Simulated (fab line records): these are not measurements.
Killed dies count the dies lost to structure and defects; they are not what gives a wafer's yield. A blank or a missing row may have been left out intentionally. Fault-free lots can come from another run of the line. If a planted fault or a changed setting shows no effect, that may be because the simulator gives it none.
What tool caused it? :: flow n5 finfet :: 11 lots, 33 wafers sampled, at 4 steps of a route of 1938

WHAT THE GAUGES SHOWED, per wafer
N5_BEOL_M6_CD_MEAS_35: target cd 40 nm, target cd y 28 nm.
lot: L525
measured: day 8 15:25
on: cd sem-02
cd nm (nm): 39.6 40.0 39.2

lot: L530
measured: day 9 13:51
on: cd sem-01
cd nm (nm): 40.5 39.5 40.0

lot: L531
measured: day 10 05:53
on: cd sem-02
cd nm (nm): 40.4 40.2 39.8

lot: L533
measured: day 10 10:10
on: cd sem-01
cd nm (nm): 40.7 39.7 40.2

lot: L537
measured: day 11 19:12
on: cd sem-03
cd nm (nm): 40.6 40.2 40.9

lot: L538
measured: day 12 01:10
on: cd sem-01
cd nm (nm): 39.7 40.1 41.0

lot: L539
measured: day 12 00:46
on: cd sem-02
cd nm (nm): 40.2 39.8 40.2

lot: L540
measured: day 12 09:44
on: cd sem-01
cd nm (nm): 40.6 40.4 39.3

lot: L541
measured: day 13 00:59
on: cd sem-02
cd nm (nm): 40.1 41.0 41.4

lot: L546
measured: day 14 06:20
on: cd sem-01
cd nm (nm): 40.1 40.1 40.1

lot: L548
measured: day 14 21:02
on: cd sem-01
cd nm (nm): 39.9 39.7 39.1

EACH LOT AND THE TOOL THAT RAN IT (in order: tool; ch and the chambers of the sampled wafers; start)
lot: L525
N5_BEOL_M6_STRIP_67: rie diel-06 ch 0,1,3, day 8 13:40
N5_BEOL_M6_ETCH_72: rie diel-06 ch 1,3, day 8 14:52
N5_BEOL_M6_STRIP_36: rie diel-06 ch 1,3, day 8 15:04

lot: L530
N5_BEOL_M6_STRIP_67: rie diel-01 ch 0,2,3, day 9 11:46
N5_BEOL_M6_ETCH_72: rie diel-03 ch 0,1,2, day 9 13:18
N5_BEOL_M6_STRIP_36: rie diel-03 ch 0,1,2, day 9 13:30

lot: L531
N5_BEOL_M6_STRIP_67: rie diel-06 ch 1,2,3, day 10 04:34
N5_BEOL_M6_ETCH_72: rie diel-06 ch 0,1,3, day 10 05:20
N5_BEOL_M6_STRIP_36: rie diel-06 ch 0,1,3, day 10 05:32

lot: L533
N5_BEOL_M6_STRIP_67: rie diel-03 ch 0,2,3, day 10 07:53
N5_BEOL_M6_ETCH_72: rie diel-03 ch 0,3, day 10 09:37
N5_BEOL_M6_STRIP_36: rie diel-03 ch 0,3, day 10 09:49

lot: L537
N5_BEOL_M6_STRIP_67: rie diel-06 ch 0,1, day 11 17:15
N5_BEOL_M6_ETCH_72: rie diel-03 ch 0,3, day 11 18:39
N5_BEOL_M6_STRIP_36: rie diel-03 ch 0,3, day 11 18:50

lot: L538
N5_BEOL_M6_STRIP_67: rie diel-03 ch 0,1,2, day 11 21:34
N5_BEOL_M6_ETCH_72: rie diel-01 ch 0,2,3, day 12 00:37
N5_BEOL_M6_STRIP_36: rie diel-01 ch 0,2,3, day 12 00:49

lot: L539
N5_BEOL_M6_STRIP_67: rie diel-01 ch 0,1, day 11 21:47
N5_BEOL_M6_ETCH_72: rie diel-01 ch 1,3, day 12 00:13
N5_BEOL_M6_STRIP_36: rie diel-01 ch 1,3, day 12 00:25

lot: L540
N5_BEOL_M6_STRIP_67: rie diel-01 ch 1,2,3, day 12 06:31
N5_BEOL_M6_ETCH_72: rie diel-01 ch 0,1,3, day 12 09:11
N5_BEOL_M6_STRIP_36: rie diel-01 ch 0,1,3, day 12 09:23

lot: L541
N5_BEOL_M6_STRIP_67: rie diel-06 ch 0,2,3, day 12 21:53
N5_BEOL_M6_ETCH_72: rie diel-06 ch 1,2,3, day 13 00:26
N5_BEOL_M6_STRIP_36: rie diel-06 ch 1,2,3, day 13 00:38

lot: L546
N5_BEOL_M6_STRIP_67: rie diel-01 ch 0,1,2, day 14 02:50
N5_BEOL_M6_ETCH_72: rie diel-06 ch 0,1,2, day 14 05:47
N5_BEOL_M6_STRIP_36: rie diel-06 ch 0,1,2, day 14 05:59

lot: L548
N5_BEOL_M6_STRIP_67: rie diel-01 ch 1,2, day 14 19:10
N5_BEOL_M6_ETCH_72: rie diel-06 ch 1,2,3, day 14 20:29
N5_BEOL_M6_STRIP_36: rie diel-06 ch 1,2,3, day 14 20:41
- N5_BEOL_M6_STRIP_67: strips in CF4.
- N5_BEOL_M6_ETCH_72: etches underlayer in N2/H2, target depth 6.5 nm, time 5.2 s.
- N5_BEOL_M6_STRIP_36: strips in N2/H2.

THE ANSWER, worked out from the rows above alone
Rule: usual is defined by the lots themselves. The widest of any qualifying gaps counts: lots, ordered by their means at a reading, are off when they make up no more than a third of the lots, leave a main group of 4 or more, and stand apart from it by 3 or more times the standard deviation of that group's means. If all means in a main group match to the digits the tables above print for the reading, that group is not used. Also off: a lot with no number at a reading for which 4 or more lots have one. Any other lot the step has rows for is counted as sound.
No lot is off at any reading shown: from this, nothing can be told.

WHAT WAS PUT IN BY THE SIMULATOR
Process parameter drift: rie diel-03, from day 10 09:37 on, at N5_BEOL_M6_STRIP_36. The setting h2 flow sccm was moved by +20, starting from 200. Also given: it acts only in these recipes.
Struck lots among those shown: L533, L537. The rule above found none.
